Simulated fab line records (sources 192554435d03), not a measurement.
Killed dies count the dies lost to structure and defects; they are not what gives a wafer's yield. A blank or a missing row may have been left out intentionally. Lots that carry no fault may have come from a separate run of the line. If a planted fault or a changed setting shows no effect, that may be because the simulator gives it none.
Comparing a struck lot with a sound one + flow n5_finfet + 15 out of 1938 route steps
Sound: wafers L493.2, L493.3, L493.4. Struck: wafer L504.5 (left out: L504.3, L504.6 of the same lot, which were not struck); the cause appears at the end.
Each step with rows lists, per side, the tool, then ch with its chambers, then its first start. Under that, the readings that differ: sound wafers + struck wafers + difference of the means + sigmas: that difference in standard deviations of wafers without a fault.
alike: same words and numbers on both sides, and readings whose means sit less than 2 such deviations apart. not compared: any withheld reading, any reading some wafer has no value for, any bound like >300 that may hide the same value, and any number with overlapping values for which the record gives no deviation.
A row with sigmas, a row that says differs or no value, or rows on one side alone: a step with any of these is where the two part. Numbers that don't overlap but have no deviation are shown without sigmas and don't part them. Lack of a reading on every wafer of one side parts them only where that side has two or more wafers.

first, 1 step without rows for these wafers: N5_BEOL_M3_DEVELOP_27 (develop time 30 s).
N5_BEOL_M3_CD_MEAS_28: target cd 25.7 nm, target cd y 23.3 nm.
  sound on cd_sem-03 ch 0, day 7 01:49; struck on cd_sem-02 ch 0, day 9 19:19
  alike: cd_nm
N5_BEOL_M3_OVL_MEAS_29:
  sound on overlay-02 ch 0, day 7 01:52; struck on overlay-02 ch 0, day 9 19:22
  alike: V2_OVL
N5_BEOL_M3_INSPECT_30: inspects for defects (brightfield).
  sound: defect_inspect-01 at day 7 01:55; struck: defect_inspect-02 at day 9 19:25
  alike: raw_defect_count
then, 1 step without rows for these wafers: N5_BEOL_M3_DESCUM_33 (chemistry O2, time 7 s).
N5_BEOL_M3_ETCH_77: etches underlayer in N2/H2, target depth 6.5 nm, time 5.2 s.
  sound on rie_diel-06 ch 0,1,3, day 7 01:59; struck on rie_diel-05 ch 2, day 9 19:29
| reading               | sound          | struck | difference | sigmas |
|-----------------------|----------------|--------|------------|--------|
| oes_product_au (a.u.) | 0.75 0.78 0.67 | 0.58   | -0.15      | -2     |
  alike: bias_w, drypump_motor_current_A, etch_rf_on_time_s, rf_vpp_V, showerhead_plenum_p_Torr, throttle_valve_pct
  not compared: rf_hours_counter_h
N5_BEOL_M3_ETCH_69: etches SiARC in CF4, target depth 15.6 nm, time 26 s.
  sound on rie_diel-06 ch 0,1,3, day 7 01:59; struck on rie_diel-05 ch 2, day 9 19:29
| reading               | sound          | struck | difference | sigmas |
|-----------------------|----------------|--------|------------|--------|
| etch_rf_on_time_s (s) | 25.7 25.5 25.8 | 26.5   | +0.8       | +2     |
| oes_product_au (a.u.) | 0.76 0.78 0.66 | 0.57   | -0.16      | -2     |
  alike: bias_w, drypump_motor_current_A, rf_vpp_V, showerhead_plenum_p_Torr, throttle_valve_pct
  not compared: rf_hours_counter_h
N5_BEOL_M3_ALD_98: deposits SiO2, target thk 2.5 nm, pulse time 1 s, co reactant pulse time 1 s.
  sound on ald_sin-03 ch 1,2,3, day 7 02:05; struck on ald_sin-03 ch 3, day 9 19:35
  alike: heater_power_w, precursor_pulse_height_rel
N5_BEOL_M3_ETCHBACK_99: etches SiO2 in CHF3, target depth 5 nm, time 10.4 s.
  sound on rie_diel-05 ch 0,1,2, day 7 05:26; struck on rie_diel-03 ch 1, day 9 22:48
  alike: CHF3_flow_sccm, bias_w, drypump_motor_current_A, oes_ar_750_au, oes_product_au, rf_vpp_V, showerhead_plenum_p_Torr, throttle_valve_pct
  not compared: rf_hours_counter_h
N5_BEOL_M3_ETCH_70: etches SOC in N2/H2, target depth 80 nm, overetch 16 nm, time 120 s.
  sound on rie_diel-05 ch 0,1,2, day 7 05:28; struck on rie_diel-03 ch 1, day 9 22:50
  alike: bias_w, drypump_motor_current_A, oes_product_au, rf_vpp_V, showerhead_plenum_p_Torr, throttle_valve_pct
  not compared: rf_hours_counter_h
then, 2 steps without rows for these wafers: N5_BEOL_M3_STRIP_71 (strips in N2/H2); N5_BEOL_M3_STRIP_78 (strips in N2/H2).
N5_BEOL_M3_VIA_ETCH_34: etches the open film in C4F6/O2, target depth 69.4 nm, time 65.9 s.
  sound on rie_diel-05 ch 0,1,2, day 7 05:34; struck on rie_diel-03 ch 1, day 9 22:56
| reading                                  | sound             | struck | difference | sigmas |
|------------------------------------------|-------------------|--------|------------|--------|
| oes_product_au (a.u.)                    | 0.76 0.70 0.69    | 0.91   | +0.19      | +2     |
| model.etch.depth_nm (nm)                 | 68.21 70.11 68.73 | 100.8  | +31.8      |        |
| model.SOC_of_BEOL_M3_COAT_67.thk_nm (nm) | 52 51.8 52.4      | 48.2   | -3.9       |        |
  alike: bias_w, drypump_motor_current_A, oes_ar_750_au, rf_vpp_V, showerhead_plenum_p_Torr, throttle_valve_pct
  not compared: rf_hours_counter_h
then, 1 step without rows for these wafers: N5_BEOL_M3_STRIP_83 (strips in C4F6/O2).
N5_BEOL_M4_RC_MEAS_101:
  sound on prober-02 ch 0, day 7 20:21; struck on prober-01 ch 0, day 10 18:52
| reading        | sound                | struck | difference | sigmas |
|----------------|----------------------|--------|------------|--------|
| IOFF_N (nA/um) | 0.149 0.156 0.146    | 0.208  | +0.058     | +2     |
| IOFF_P (nA/um) | 0.180 0.191 0.184    | 0.282  | +0.097     | +3     |
| ION_N (uA/um)  | 663 674 677          | 698    | +27        | +3     |
| ION_P (uA/um)  | 449 452 463          | 485    | +30        | +5     |
| VT_N (mV)      | 247.9 250.3 250.0    | 243.0  | -6.4       | -2     |
| VT_P (mV)      | -254.4 -252.5 -253.9 | -245.0 | +8.6       | +3     |
  alike: DIBL_N, DIBL_P, SS_N, SS_P

## WHERE THEY PART
Earliest at N5_BEOL_M3_ETCH_77; latest, in this record, at N5_BEOL_M4_RC_MEAS_101.

WHY: what had been put in by the simulator
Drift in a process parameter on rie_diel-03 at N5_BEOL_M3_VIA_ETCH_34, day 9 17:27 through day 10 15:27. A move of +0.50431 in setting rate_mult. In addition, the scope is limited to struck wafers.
